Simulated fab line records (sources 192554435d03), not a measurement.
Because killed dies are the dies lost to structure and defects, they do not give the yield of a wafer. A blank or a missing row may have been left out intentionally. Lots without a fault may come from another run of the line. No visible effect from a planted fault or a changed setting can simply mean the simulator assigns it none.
fab line records -- flow n5Finfet
[record] lots = 11, wafers = 32, lastDay = 17
route steps=1938 shown DUMMY_GATE@231 SD_EPI_N@262 PASSIVATION@1936
lots untouched by any fault: they come from a run of this same line in which no faults occurred
startH: the number of hours between the record's first day and the start of the first shown wafer of the lot -- waitH: hours since the lot's step before -- " identical to the entry in the row above -- L1.1+2: one row covering several wafers at once -- - no value, or no start given -- * or withheld: withheld -- < > ~ a bound
route shown NAME@n: NAME is a module with steps in the file, n the number in the route of the first one -- usual: average and standard deviation across the fault-free wafers -- same: alike in all rows -- chamber/n: place in a boat -- sites: readings site by site -- _std_site: their standard deviation -- _edge_site: mean of outer sites minus mean of inner sites -- radiusMm: how far each site lies from the wafer's centre -- mask NAME#n: copy n -- behind: the tool/chamber that last shaped the wafer -- hold: why the lot went on hold/how many hours it stayed there/how the hold came to an end -- device: names the non-switching transistor (n, p or np) -- end of line: tests of these same wafers at the route's end -- a step with no rows: only its recipe -- killed: dies lost to structure and defects at the first sort, not the wafer's yield -- map: dies across one wafer; x = killed, . = not, _ = none there
set.NAME: the run value of the setting; set.NAME@STEP: its run value at that earlier step -- model.NAME: the simulator's own value behind a step, which no gauge read
the route's steps for a sample of lots (tables are steps, rows are wafers)
services: from which hour (startH, from the record's first day; less than 0 if before it) a tool's chamber was out of use, for how many hours, and why
[[steps]]
[step N5_DUMMY_GATE_CD_MEAS_15]
[recipe] targetCdNm = 25.8, landingEnergyEv = 500, detector = seInlens
[usual] cdNm = 24.91/0.25
lot.wafer,tool,chamber,startH,waitH,cdNm
L642.2,cdSem-03,0,48.14,-,24.86
L642.4,cdSem-03,0,48.14,-,24.95
L642.5,cdSem-03,0,48.14,-,24.72
L643.1,cdSem-01,0,59.07,-,25.16
L643.3,cdSem-01,0,59.07,-,25.22
L643.5,cdSem-01,0,59.07,-,25.07
L646.1,cdSem-02,0,70.55,-,24.70
L646.2,cdSem-02,0,70.55,-,24.91
L646.6,cdSem-02,0,70.55,-,25.07
L645.2,cdSem-02,0,71.33,-,25.21
L645.3,cdSem-02,0,71.33,-,25.07
L645.4,cdSem-02,0,71.33,-,24.89
L655.1,cdSem-03,0,129.90,-,25.11
L655.3,cdSem-03,0,129.90,-,24.88
L655.5,cdSem-03,0,129.90,-,24.58
L656.2,cdSem-01,0,132.66,-,24.94
L656.3,cdSem-01,0,132.66,-,24.74
L656.6,cdSem-01,0,132.66,-,24.81
L658.1,cdSem-01,0,142.25,-,24.85
L658.4,cdSem-01,0,142.25,-,25.02
L658.6,cdSem-01,0,142.25,-,24.83
L659.1,cdSem-03,0,153.27,-,24.56
L659.4,cdSem-03,0,153.27,-,24.92
L661.1,cdSem-02,0,161.07,-,25.52
L661.4,cdSem-02,0,161.07,-,24.37
L661.5,cdSem-02,0,161.07,-,24.93
L662.2,cdSem-01,0,168.42,-,25.14
L662.5,cdSem-01,0,168.42,-,25.26
L662.6,cdSem-01,0,168.42,-,25.10
L663.1,cdSem-03,0,173.26,-,24.79
L663.3,cdSem-03,0,173.26,-,25.10
L663.4,cdSem-03,0,173.26,-,25.30
[step N5_DUMMY_GATE_STRIP_41]
[recipe] chemistry = O2, powerW = 400, tempC = 40, pressureMtorr = 30, rfFrequencyHz = 6e+07, biasPowerW = 0, overashFraction = 0.3, o2FlowSccm = 225
[usual] drypumpMotorCurrentA = 5.6/0.46, o2FlowSccm = 225.0/0.66, oesProductAu = 0.76/0.091, rfVppV = 3.7/0.5, showerheadPlenumPTorr = 2.11/0.073, throttleValvePct = 16.8/0.31
[same] biasPowerW = 0, overashFraction = 0.3
lot.wafer,tool,chamber,startH,waitH,drypumpMotorCurrentA,o2FlowSccm,oesProductAu,rfHoursCounterH,rfVppV,showerheadPlenumPTorr,throttleValvePct
L642.2,rieDiel-04,3,48.73,0.0,5.0,225.8,0.67,242,3.6,2.12,16.5
L642.4,rieDiel-04,2,48.73,0.0,4.9,225.4,0.86,46,3.3,2.16,16.7
L642.5,rieDiel-04,2,48.73,0.0,4.9,224.0,0.87,-,3.7,2.16,16.6
L643.1,rieDiel-05,0,59.86,0.0,6.5,225.3,0.72,161,3.7,2.18,16.9
L643.3,rieDiel-05,1,59.86,0.0,5.5,224.6,0.73,178,3.8,2.07,16.6
L643.5,rieDiel-05,0,59.86,0.0,6.5,225.6,0.72,-,3.4,2.18,16.9
L646.1,rieDiel-04,1,71.15,0.0,6.2,225.7,0.72,194,4.4,2.02,16.9
L646.2,rieDiel-04,0,71.15,0.0,5.3,225.3,0.68,230,3.6,2.01,16.6
L646.6,rieDiel-04,1,71.15,0.0,6.2,224.5,0.72,-,3.5,2.02,16.9
L645.2,rieDiel-02,0,71.93,0.0,6.0,225.7,0.76,156,3.5,2.10,16.8
L645.3,rieDiel-02,2,71.93,0.0,5.6,224.7,0.71,210,4.6,2.11,17.2
L645.4,rieDiel-02,1,71.93,0.0,5.9,224.9,0.74,-,2.7,2.18,16.8
L655.1,rieDiel-04,2,130.50,0.0,4.9,224.2,0.84,70,2.7,2.15,16.7
L655.3,rieDiel-04,3,130.50,0.0,5.0,226.5,0.93,12,2.8,2.11,16.0
L655.5,rieDiel-04,3,130.50,0.0,5.0,226.0,0.94,-,3.5,2.11,16.0
L656.2,rieDiel-04,3,133.50,0.0,5.0,225.0,0.94,13,3.3,2.11,16.0
L656.3,rieDiel-04,2,133.50,0.0,4.9,224.3,0.83,71,4.1,2.15,16.7
L656.6,rieDiel-04,3,133.50,0.0,5.0,225.8,0.93,-,3.3,2.11,16.0
L658.1,rieDiel-04,0,142.92,0.0,5.3,224.4,0.99,0,3.2,2.27,16.3
L658.4,rieDiel-04,3,142.92,0.0,5.0,224.6,0.92,18,3.1,2.11,16.0
L658.6,rieDiel-04,2,142.92,0.0,4.9,225.1,0.82,-,4.4,2.15,16.7
L659.1,rieDiel-05,1,153.97,0.0,5.6,226.2,0.70,205,3.7,2.06,16.7
L659.4,rieDiel-05,3,153.97,0.0,5.3,226.3,0.70,230,3.2,2.09,17.1
L661.1,rieDiel-02,0,162.30,0.0,6.0,224.1,0.74,182,3.9,2.09,16.8
L661.4,rieDiel-02,3,162.30,0.0,5.4,225.2,0.90,26,3.6,2.24,16.5
L661.5,rieDiel-02,0,162.30,0.0,6.0,225.0,0.74,-,3.8,2.09,16.8
L662.2,rieDiel-04,0,169.04,0.0,5.2,225.4,0.94,8,3.2,2.26,16.3
L662.5,rieDiel-04,3,169.04,0.0,5.0,226.5,0.90,-,4.1,2.10,16.0
L662.6,rieDiel-04,0,169.04,0.0,5.2,225.5,0.95,-,3.1,2.26,16.3
L663.1,rieDiel-02,3,173.86,0.0,5.3,224.6,0.89,30,3.7,2.24,16.5
L663.3,rieDiel-02,2,173.86,0.0,5.7,225.0,0.68,241,3.7,2.09,17.3
L663.4,rieDiel-02,1,173.86,0.0,5.9,225.0,0.72,178,3.7,2.17,16.9
[step N5_SD_EPI_N_COAT_32]
[recipe] resist = SOC, tempC = 250, timeS = 60, spinRpm = 1500, resistThkNm = 350
[usual] heaterPowerTotalW = 500.5/1.8, runLengthS = 66.23/0.16
lot.wafer,tool,chamber,startH,waitH,heaterPowerTotalW,runLengthS
L642.2,lithoTrack-01,0,50.10,0.0,502.4,66.07
L642.4,lithoTrack-01,0,50.10,0.0,503.0,66.08
L642.5,lithoTrack-01,0,50.10,0.0,499.8,66.40
L643.1,lithoTrack-05,0,61.18,0.0,497.9,66.28
L643.3,lithoTrack-05,0,61.18,0.0,498.5,66.52
L643.5,lithoTrack-05,0,61.18,0.0,498.4,66.42
L646.1,lithoTrack-05,0,72.47,0.0,499.3,66.49
L646.2,lithoTrack-05,0,72.47,0.0,497.6,66.51
L646.6,lithoTrack-05,0,72.47,0.0,498.1,66.37
L645.2,lithoTrack-03,0,73.32,0.0,501.8,66.07
L645.3,lithoTrack-03,0,73.32,0.0,501.7,66.11
L645.4,lithoTrack-03,0,73.32,0.0,500.6,66.24
L655.1,lithoTrack-03,0,131.82,0.0,657.6,44.50
L655.3,lithoTrack-03,0,131.82,0.0,663.0,44.32
L655.5,lithoTrack-03,0,131.82,0.0,661.8,44.62
L656.2,lithoTrack-03,0,134.82,0.0,656.2,44.30
L656.3,lithoTrack-03,0,134.82,0.0,660.0,44.35
L656.6,lithoTrack-03,0,134.82,0.0,663.5,44.40
L658.1,lithoTrack-01,0,144.50,0.0,501.5,66.16
L658.4,lithoTrack-01,0,144.50,0.0,499.9,66.32
L658.6,lithoTrack-01,0,144.50,0.0,503.0,66.10
L659.1,lithoTrack-05,0,155.30,0.0,501.8,66.46
L659.4,lithoTrack-05,0,155.30,0.0,500.9,66.58
L661.1,lithoTrack-01,0,164.59,0.0,497.9,66.36
L661.4,lithoTrack-01,0,164.59,0.0,503.4,66.08
L661.5,lithoTrack-01,0,164.59,0.0,498.2,66.13
L662.2,lithoTrack-01,0,170.40,0.0,501.4,66.02
L662.5,lithoTrack-01,0,170.40,0.0,499.6,66.26
L662.6,lithoTrack-01,0,170.40,0.0,497.7,66.11
L663.1,lithoTrack-01,0,175.20,0.0,501.9,66.05
L663.3,lithoTrack-01,0,175.20,0.0,502.2,66.07
L663.4,lithoTrack-01,0,175.20,0.0,500.4,66.02
[step N5_SD_EPI_N_DESCUM_14]
[recipe] chemistry = O2, timeS = 7.9, sourcePowerW = 50, biasPowerW = 20, pressureMtorr = 20, rfFrequencyHz = 2.712e+07, tempC = 40, resist = CAR-ArF-block, o2FlowSccm = 225
[usual] biasPowerW = 20.01/0.063, drypumpMotorCurrentA = 5.9/0.45, o2FlowSccm = 224.9/0.65, oesProductAu = 0.79/0.072, rfVppV = 243.6/1.1, showerheadPlenumPTorr = 2.12/0.063, throttleValvePct = 20.44/0.25
lot.wafer,tool,chamber,startH,waitH,biasPowerW,drypumpMotorCurrentA,o2FlowSccm,oesProductAu,rfHoursCounterH,rfVppV,showerheadPlenumPTorr,throttleValvePct
L642.2,rieDiel-01,2,50.67,0.1,20.04,6.2,224.8,0.69,244,242.9,2.16,20.98
L642.4,rieDiel-01,1,50.67,0.1,20.04,5.9,224.7,0.75,123,242.0,2.00,20.20
L642.5,rieDiel-01,1,50.67,0.1,20.08,6.0,224.9,0.75,-,241.1,2.00,20.20
L643.1,rieDiel-06,1,61.77,0.3,19.96,6.5,225.3,0.73,198,244.5,2.13,20.45
L643.3,rieDiel-06,0,61.77,0.3,19.94,5.8,224.3,0.84,86,244.6,2.21,20.41
L643.5,rieDiel-06,1,61.77,0.3,20.08,6.5,225.4,0.73,-,243.6,2.13,20.46
L646.1,rieDiel-06,0,72.93,0.0,19.94,5.7,224.0,0.83,89,244.5,2.21,20.40
L646.2,rieDiel-06,3,72.93,0.0,20.00,5.3,227.1,0.93,3,243.9,2.15,20.38
L646.6,rieDiel-06,3,72.93,0.0,19.99,5.3,225.6,0.93,-,243.7,2.15,20.36
L645.2,rieDiel-06,0,73.78,0.0,19.90,5.7,224.9,0.84,89,245.1,2.21,20.41
L645.3,rieDiel-06,1,73.78,0.0,20.00,6.5,224.8,0.72,202,245.1,2.13,20.45
L645.4,rieDiel-06,3,73.78,0.0,20.03,5.3,225.1,0.92,3,242.9,2.15,20.39
L655.1,rieDiel-06,1,132.27,0.0,20.11,6.5,225.5,0.71,221,244.3,2.12,20.48
L655.3,rieDiel-06,2,132.27,0.0,19.83,5.4,224.9,0.74,177,244.0,2.08,20.28
L655.5,rieDiel-06,1,132.27,0.0,20.10,6.5,224.9,0.72,-,242.9,2.12,20.48
L656.2,rieDiel-01,3,135.16,0.0,19.99,6.1,224.9,0.71,211,243.4,2.09,20.97
L656.3,rieDiel-01,1,135.16,0.0,20.03,5.9,223.7,0.73,155,242.2,1.99,20.27
L656.6,rieDiel-01,0,135.16,0.0,20.05,6.5,225.2,0.79,-,245.2,2.19,20.54
L658.1,rieDiel-01,3,144.96,0.0,19.94,6.1,223.7,0.71,213,244.0,2.09,20.93
L658.4,rieDiel-01,1,144.96,0.0,19.98,5.9,223.9,0.73,158,242.0,1.99,20.24
L658.6,rieDiel-01,1,144.96,0.0,20.02,5.9,224.4,0.72,-,241.5,1.99,20.25
L659.1,rieDiel-01,1,155.75,0.0,19.98,5.9,224.3,0.73,163,242.1,1.98,20.27
L659.4,rieDiel-01,3,155.75,0.0,20.01,6.1,225.2,0.71,217,241.5,2.09,20.96
L661.1,rieDiel-06,1,165.05,0.0,20.02,6.5,225.4,0.70,232,244.3,2.12,20.49
L661.4,rieDiel-06,3,165.05,0.0,20.00,5.3,224.4,0.85,31,242.7,2.14,20.42
L661.5,rieDiel-06,2,165.05,0.0,20.06,5.4,225.4,0.74,-,242.9,2.08,20.29
L662.2,rieDiel-06,0,171.15,0.3,20.05,5.7,224.4,0.81,118,244.2,2.20,20.46
L662.5,rieDiel-06,3,171.15,0.3,20.11,5.3,226.1,0.85,-,244.2,2.14,20.43
L662.6,rieDiel-06,2,171.15,0.3,19.97,5.4,225.7,0.74,-,241.9,2.08,20.31
L663.1,rieDiel-01,0,175.71,0.1,20.01,6.5,225.1,0.79,141,243.5,2.18,20.53
L663.3,rieDiel-01,2,175.71,0.1,20.01,6.2,225.5,0.92,29,242.7,2.14,20.57
L663.4,rieDiel-01,1,175.71,0.1,19.97,5.9,224.7,0.72,169,242.1,1.98,20.28
[step N5_PASSIVATION_PROBE_49]
[usual] killed_at_M0_to_M3 = 33/11, killed_at_M4_up = 13/5.2, killedAtContacts = 11/5.7, killedAtFrontEnd = 39/11, killedAtOther = 4/3, killedDies = 101/20, killedOpen = 66/15, killedShort = 33/8.4
[same] grossDies = 1180, killedAtBackSide = 0
lot.wafer,tool,chamber,startH,waitH,killed_at_M0_to_M3,killed_at_M4_up,killedAtContacts,killedAtFrontEnd,killedAtOther,killedDies,killedOpen,killedShort
L643.1,prober-01,-,287.51,0.0,24,16,10,24,4,78,51,23
L643.3,prober-01,-,287.61,0.1,37,22,7,26,7,99,66,32
L643.5,prober-01,-,287.71,0.2,43,11,13,36,4,107,70,34
L645.2,prober-01,-,308.13,0.1,26,19,13,35,9,102,67,35
L645.3,prober-01,-,308.18,0.1,28,7,11,31,12,89,38,49
L645.4,prober-01,-,308.23,0.2,23,15,19,41,9,107,65,39
L655.1,prober-02,-,371.46,0.0,30,3,8,38,5,84,57,26
L655.3,prober-02,-,371.56,0.1,20,5,9,44,1,79,53,25
L655.5,prober-02,-,371.66,0.2,26,7,5,36,2,76,52,24
L659.1,prober-02,-,382.02,0.0,38,14,3,56,2,113,62,46
L659.4,prober-02,-,382.17,0.2,42,13,4,38,2,99,63,36
L658.4,prober-02,-,386.08,0.2,26,16,11,33,4,90,60,30
L658.6,prober-02,-,386.18,0.3,30,13,5,50,3,101,69,30
L662.2,prober-01,-,386.72,0.1,25,16,8,45,5,99,69,29
L662.5,prober-01,-,386.87,0.2,33,7,11,31,7,89,51,36
L662.6,prober-01,-,386.92,0.3,36,6,20,26,5,93,64,28
L661.1,prober-01,-,396.33,0.0,43,11,11,54,1,120,85,32
L661.4,prober-01,-,396.48,0.2,31,15,16,43,3,108,60,45
L661.5,prober-01,-,396.53,0.2,35,15,17,58,1,126,90,30
L663.4,prober-02,-,410.75,0.2,47,13,18,49,5,132,90,36
// killed by level:class
L643.1 BEOL_M1:geometricParticle:open=9 MOL_CONTACT_COAG:geometricParticle:open=7 BEOL_M4:geometricParticle:open=7 STI_FIN_REVEAL:geometricParticle:open=6 DUMMY_GATE:geometricParticle:open=4 ILD0:geometricParticle:short=3 BEOL_M0_SAQP:geometricParticle:short=3 STARTING-WAFER:geometricParticle:open=3
L643.3 BEOL_M1:geometricParticle:open=9 BEOL_M4:geometricParticle:open=9 BEOL_M0_SAQP:geometricParticle:short=8 BEOL_M2:geometricParticle:open=7 BEOL_M3:geometricParticle:open=7 MOL_CONTACT_COAG:geometricParticle:open=6 PASS1_CAP:geometricParticle:short=5 FIN_SAQP:geometricParticle:open=4
L643.5 MOL_CONTACT_COAG:geometricParticle:open=10 BEOL_M0_SAQP:geometricParticle:open=10 BEOL_M1:geometricParticle:open=9 FIN_SAQP:geometricParticle:open=8 FIN_SAQP:geometricParticle:short=8 BEOL_M0_SAQP:geometricParticle:short=7 GATE_CUT:geometricParticle:short=6 BEOL_M5:geometricParticle:open=5
L645.2 BEOL_M0_SAQP:geometricParticle:short=13 MOL_CONTACT_COAG:geometricParticle:open=12 STI_FIN_REVEAL:geometricParticle:open=11 BEOL_M4:geometricParticle:open=8 BEOL_M2:geometricParticle:open=6 DUMMY_GATE:geometricParticle:open=5 ILD0:geometricParticle:open=4 BEOL_M4:geometricParticle:short=4
L645.3 FIN_SAQP:geometricParticle:short=11 MOL_CONTACT_COAG:geometricParticle:open=6 BEOL_M0_SAQP:geometricParticle:short=6 PASS1_CAP:geometricParticle:short=6 BEOL_M0_SAQP:geometricParticle:open=5 FIN_SAQP:geometricParticle:open=4 GATE_CUT:geometricParticle:short=4 MOL_CONTACT_COAG:geometricParticle:short=4
L645.4 MOL_CONTACT_COAG:geometricParticle:open=13 FIN_SAQP:geometricParticle:short=11 BEOL_M3:geometricParticle:open=9 FIN_SAQP:geometricParticle:open=7 BEOL_M4:geometricParticle:open=7 ILD0:geometricParticle:open=5 MOL_CONTACT_COAG:geometricParticle:short=4 BEOL_M0_SAQP:geometricParticle:open=4
L655.1 BEOL_M0_SAQP:geometricParticle:open=12 STI_FIN_REVEAL:geometricParticle:open=11 MOL_CONTACT_COAG:geometricParticle:open=7 BEOL_M3:geometricParticle:open=7 GATE_CUT:geometricParticle:short=4 FIN_SAQP:geometricParticle:short=3 STI_FIN_REVEAL:geometricParticle:short=3 BEOL_M2:geometricParticle:open=3
L655.3 STI_FIN_REVEAL:geometricParticle:open=19 MOL_CONTACT_COAG:geometricParticle:open=7 BEOL_M3:geometricParticle:open=5 FIN_SAQP:geometricParticle:short=4 BEOL_M1:geometricParticle:open=4 STI_FIN_REVEAL:geometricParticle:short=3 ILD0:geometricParticle:open=3 BEOL_M0_SAQP:geometricParticle:short=3
L655.5 STI_FIN_REVEAL:geometricParticle:open=11 FIN_SAQP:geometricParticle:open=8 BEOL_M0_SAQP:geometricParticle:open=7 STI_FIN_REVEAL:geometricParticle:short=5 BEOL_M1:geometricParticle:open=5 BEOL_M0_SAQP:geometricParticle:short=4 MOL_CONTACT_COAG:geometricParticle:open=4 BEOL_M5:geometricParticle:open=4
L659.1 BEOL_M0_SAQP:geometricParticle:short=17 BEOL_M0_SAQP:geometricParticle:open=12 FIN_SAQP:geometricParticle:open=9 GATE_CUT:geometricParticle:short=9 FIN_SAQP:geometricParticle:short=8 GATE_CUT:geometricParticle:open=8 BEOL_M4:geometricParticle:open=7 STI_FIN_REVEAL:geometricParticle:open=4
L659.4 GATE_CUT:geometricParticle:short=10 BEOL_M0_SAQP:geometricParticle:open=9 BEOL_M1:geometricParticle:open=9 FIN_SAQP:geometricParticle:open=8 BEOL_M0_SAQP:geometricParticle:short=8 BEOL_M2:geometricParticle:open=8 FIN_SAQP:geometricParticle:short=5 GATE_CUT:geometricParticle:open=5
L658.4 STI_FIN_REVEAL:geometricParticle:open=9 MOL_CONTACT_COAG:geometricParticle:open=8 FIN_SAQP:geometricParticle:open=7 FIN_SAQP:geometricParticle:short=6 BEOL_M3:geometricParticle:open=6 BEOL_M2:geometricParticle:open=5 BEOL_M0_SAQP:geometricParticle:open=5 BEOL_M0_SAQP:geometricParticle:short=5
L658.6 FIN_SAQP:geometricParticle:open=14 FIN_SAQP:geometricParticle:short=9 DUMMY_GATE:geometricParticle:open=9 BEOL_M2:geometricParticle:open=8 STI_FIN_REVEAL:geometricParticle:open=7 BEOL_M0_SAQP:geometricParticle:open=5 BEOL_M4:geometricParticle:open=5 BEOL_M5:geometricParticle:open=5
L662.2 BEOL_M3:geometricParticle:open=9 STI_FIN_REVEAL:geometricParticle:open=8 GATE_CUT:geometricParticle:short=8 FIN_SAQP:geometricParticle:open=7 MOL_CONTACT_COAG:geometricParticle:open=7 GATE_CUT:geometricParticle:open=6 FIN_SAQP:geometricParticle:short=5 BEOL_M4:geometricParticle:open=5
L662.5 BEOL_M0_SAQP:geometricParticle:short=9 BEOL_M3:geometricParticle:open=9 FIN_SAQP:geometricParticle:open=8 GATE_CUT:geometricParticle:short=8 MOL_CONTACT_COAG:geometricParticle:open=7 FIN_SAQP:geometricParticle:short=5 BEOL_M0_SAQP:geometricParticle:open=5 BEOL_M2:geometricParticle:open=5
L662.6 MOL_CONTACT_COAG:geometricParticle:open=16 BEOL_M3:geometricParticle:open=12 BEOL_M3:geometricParticle:short=7 BEOL_M2:geometricParticle:open=6 BEOL_M0_SAQP:geometricParticle:open=6 FIN_SAQP:geometricParticle:open=5 STI_FIN_REVEAL:geometricParticle:open=5 FIN_SAQP:geometricParticle:short=4
L661.1 BEOL_M2:geometricParticle:open=22 FIN_SAQP:geometricParticle:open=11 FIN_SAQP:geometricParticle:short=9 MOL_CONTACT_COAG:geometricParticle:open=9 STI_FIN_REVEAL:geometricParticle:open=8 BEOL_M3:geometricParticle:open=7 DUMMY_GATE:geometricParticle:open=6 BEOL_M0_SAQP:geometricParticle:open=5
L661.4 MOL_CONTACT_COAG:geometricParticle:open=12 BEOL_M0_SAQP:geometricParticle:short=10 FIN_SAQP:geometricParticle:open=9 FIN_SAQP:geometricParticle:short=7 STI_FIN_REVEAL:geometricParticle:open=6 SPACER0:geometricParticle:short=6 GATE_CUT:geometricParticle:short=5 BEOL_M4:geometricParticle:open=5
L661.5 STI_FIN_REVEAL:geometricParticle:open=17 MOL_CONTACT_COAG:geometricParticle:open=15 FIN_SAQP:geometricParticle:open=11 BEOL_M2:geometricParticle:open=9 BEOL_M0_SAQP:geometricParticle:open=7 BEOL_M3:geometricParticle:open=6 FIN_SAQP:geometricParticle:short=5 BEOL_M0_SAQP:geometricParticle:short=5
L663.4 MOL_CONTACT_COAG:geometricParticle:open=17 STI_FIN_REVEAL:geometricParticle:open=15 BEOL_M3:geometricParticle:open=13 BEOL_M2:geometricParticle:open=10 BEOL_M1:geometricParticle:open=6 STI_FIN_REVEAL:geometricParticle:short=5 BEOL_M0_SAQP:geometricParticle:short=5 BEOL_M1:geometricParticle:short=5
[[services]]
tool,chamber,startH,hours,kind
rieDiel-01,0,24.77,4.8,repair
rieDiel-06,0,27.07,16.7,repair
rieDiel-06,3,46.41,-,clean
rieDiel-06,3,46.41,-,consumableReplace:focusRing
rieDiel-06,3,46.41,16.0,scheduledDown
rieDiel-06,3,46.41,16.0,ventCycle
rieDiel-04,0,61.47,8.6,repair
rieDiel-01,2,66.15,-,clean
rieDiel-05,1,68.25,16.4,repair
rieDiel-05,-,69.73,15.6,pm
rieDiel-04,3,75.44,-,clean
rieDiel-04,3,75.44,-,consumableReplace:focusRing
rieDiel-04,3,75.44,12.3,scheduledDown
rieDiel-04,3,75.44,12.3,ventCycle
rieDiel-04,2,79.75,5.4,repair
rieDiel-04,0,124.66,-,clean
rieDiel-04,0,124.66,-,consumableReplace:focusRing
rieDiel-04,0,124.66,-,consumableReplace:showerhead
rieDiel-04,0,124.66,17.3,scheduledDown
rieDiel-04,0,124.66,17.3,ventCycle
rieDiel-02,0,137.14,1.7,repair
rieDiel-05,0,139.20,12.1,repair
rieDiel-02,2,167.26,2.7,repair
rieDiel-04,3,171.42,1.6,repair
[[key]]
[firstSign] step = N5_SD_EPI_N_COAT_32, reading = runLengthS, direction = down, sigmas = 99+, usual = *, struck = *
[effect] step = N5_SD_EPI_N_COAT_32, reading = heaterPowerTotalW, direction = up, sigmas = 90, usual = *, struck = *
metAt N5_SD_EPI_N_COAT_32
struckLots L655,L656
testerLeftOut L655,L656
notActingAt N5_DUMMY_GATE_CD_MEAS_15,N5_DUMMY_GATE_STRIP_41,N5_SD_EPI_N_DESCUM_14
onsetBetween 73.32 131.82
[fault] kind = processParameterDrift, tool = lithoTrack-03, chamber = -, onsetH = 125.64, steps = N5_SD_EPI_N_COAT_32, channel = timeS, offset = *, shape = step, endH = 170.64, actsIn = *, stated = *
// testerLeftOut: of these lots the tester's yield and bins aren't shown, on N5 and GAA mostly nor the transistor test; their killed dies are dies lost to structure and defects alone, not to doping, threshold or leakage, so they don't give the yield
